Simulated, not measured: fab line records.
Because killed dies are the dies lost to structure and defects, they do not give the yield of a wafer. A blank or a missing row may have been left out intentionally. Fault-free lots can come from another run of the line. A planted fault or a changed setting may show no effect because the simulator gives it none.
Chamber matching | flow nand_harc | pecvd-02 running NHARC_P_M2_PRE_CLEAN_32: 3 sister chambers
The step time 12 s. 14 wafers are shown with their chamber, then 7 later ones without.

WAFERS WITH THEIR CHAMBER
wafer  | chamber | heater_power_w (W)
L074.1 | 2       | 650
L074.4 | 1       | 663
L074.6 | 0       | 667
L080.3 | 2       | 668
L080.4 | 1       | 686
L080.6 | 2       | 673
L084.3 | 2       | 595
L084.4 | 1       | 626
L084.5 | 0       | 691
L087.1 | 2       | 648
L087.3 | 1       | 654
L087.4 | 1       | 674
L093.1 | 1       | 636
L093.4 | 1       | 634

SIGNATURES (averages over the wafers above)
reading        | chamber 0 | chamber 1 | chamber 2 | scatter within a chamber
heater_power_w | 679.00    | 653.29    | 646.80    | 25.5
Rule: a wafer's distance from a chamber is the root of the sum, over the readings, of the square of ((its reading less the chamber's mean) divided by the reading's scatter). If the next closest chamber is less than 2 further off than the closest, the wafer can't be placed; otherwise it belongs to the closest. The scatter is the square root of a quotient: the sum, over the shown wafers, of each reading's squared deviation from its chamber's mean, divided by wafers minus chambers.

WAFERS MISSING THEIR CHAMBER
wafer  | heater_power_w (W)
L093.6 | 665
L094.1 | 641
L094.2 | 732
L094.5 | 711
L096.2 | 690
L096.3 | 630
L096.4 | 625

WHICH CHAMBER EACH WENT THROUGH
wafer  | from the rows above          | in truth
L093.6 | can't be placed: 1 or 0 or 2 | 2
L094.1 | can't be placed: 2 or 1 or 0 | 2
L094.2 | can't be placed: 0 or 1 or 2 | 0
L094.5 | can't be placed: 0 or 1 or 2 | 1
L096.2 | can't be placed: 0 or 1 or 2 | 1
L096.3 | can't be placed: 2 or 1 or 0 | 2
L096.4 | can't be placed: 2 or 1 or 0 | 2
Correct placement for 0 of the 7. Not placeable from these rows: 7 (in 7, the candidates include the true chamber). 0 placed wrongly.
